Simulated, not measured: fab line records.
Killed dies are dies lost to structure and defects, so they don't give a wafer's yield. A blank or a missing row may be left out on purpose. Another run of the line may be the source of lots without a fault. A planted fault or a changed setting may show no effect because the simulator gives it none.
Chamber matching | flow n5-finfet | ald-sin-03 running N5_BEOL_M4_ALD_98: 4 sister chambers
The step deposits SiO2, target thk 2.5 nm, pulse time 1 s, co reactant pulse time 1 s. 20 wafers are shown with their chamber, then 10 later ones without.

== WAFERS WITH THEIR CHAMBER ==
wafer  | chamber | heater-power-w (W) | precursor-pulse-height-rel
L074.2 | 1       | 72                 | 1.000
L074.3 | 2       | 82                 | 0.987
L074.4 | 0       | 78                 | 0.985
L075.1 | 1       | 72                 | 1.018
L075.5 | 1       | 74                 | 0.977
L075.6 | 2       | 82                 | 1.006
L078.1 | 2       | 82                 | 1.016
L078.5 | 2       | 84                 | 1.030
L078.6 | 3       | 79                 | 1.010
L077.3 | 2       | 82                 | 1.035
L077.4 | 0       | 79                 | 0.970
L077.6 | 0       | 80                 | 0.971
L079.2 | 2       | 80                 | 0.982
L079.4 | 1       | 72                 | 1.018
L079.6 | 1       | 71                 | 0.981
L083.1 | 1       | 74                 | 1.009
L083.3 | 0       | 79                 | 0.986
L083.5 | 0       | 81                 | 1.042
L082.1 | 2       | 82                 | 1.013
L082.3 | 3       | 82                 | 0.996

SIGNATURES (averages over the wafers above)
reading                    | chamber 0 | chamber 1 | chamber 2 | chamber 3 | scatter within a chamber
heater-power-w             | 79.40     | 72.50     | 82.00     | 80.50     | 1.25
precursor-pulse-height-rel | 0.99080   | 1.00050   | 1.00986   | 1.00300   | 0.0218
Rule: for a wafer and a chamber, the distance is found by dividing, reading by reading, the gap between the wafer's reading and the chamber's mean by the reading's scatter, squaring, summing and taking the root. The wafer belongs to the nearest chamber; if the next one is less than 2 further off, it can't be placed. The scatter: the root of (the sum of the squares of (reading less its chamber's mean) over the shown wafers, divided by (wafers less chambers)).

== WAFERS MISSING THEIR CHAMBER ==
wafer  | heater-power-w (W) | precursor-pulse-height-rel
L082.5 | 82                 | 1.011
L085.1 | 79                 | 1.014
L085.4 | 72                 | 1.030
L085.5 | 83                 | 0.996
L091.1 | 79                 | 1.001
L091.2 | 72                 | 0.981
L091.6 | 82                 | 0.974
L095.1 | 73                 | 1.021
L095.4 | 83                 | 0.988
L095.5 | 79                 | 1.006

== WHICH CHAMBER EACH WENT THROUGH ==
wafer  | from the rows above          | in truth
L082.5 | can't be placed: 2 or 3      | 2
L085.1 | can't be placed: 0 or 3 or 2 | 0
L085.4 | 1                            | 1
L085.5 | can't be placed: 2 or 3 or 0 | 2
L091.1 | can't be placed: 0 or 3 or 2 | 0
L091.2 | 1                            | 1
L091.6 | can't be placed: 2 or 3 or 0 | 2
L095.1 | 1                            | 1
L095.4 | can't be placed: 2 or 3 or 0 | 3
L095.5 | can't be placed: 0 or 3 or 2 | 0
Placed correctly: 3 of 10. Unplaceable from these rows: 7, with the true chamber sitting among the candidates in 7. Placed wrongly: 0.
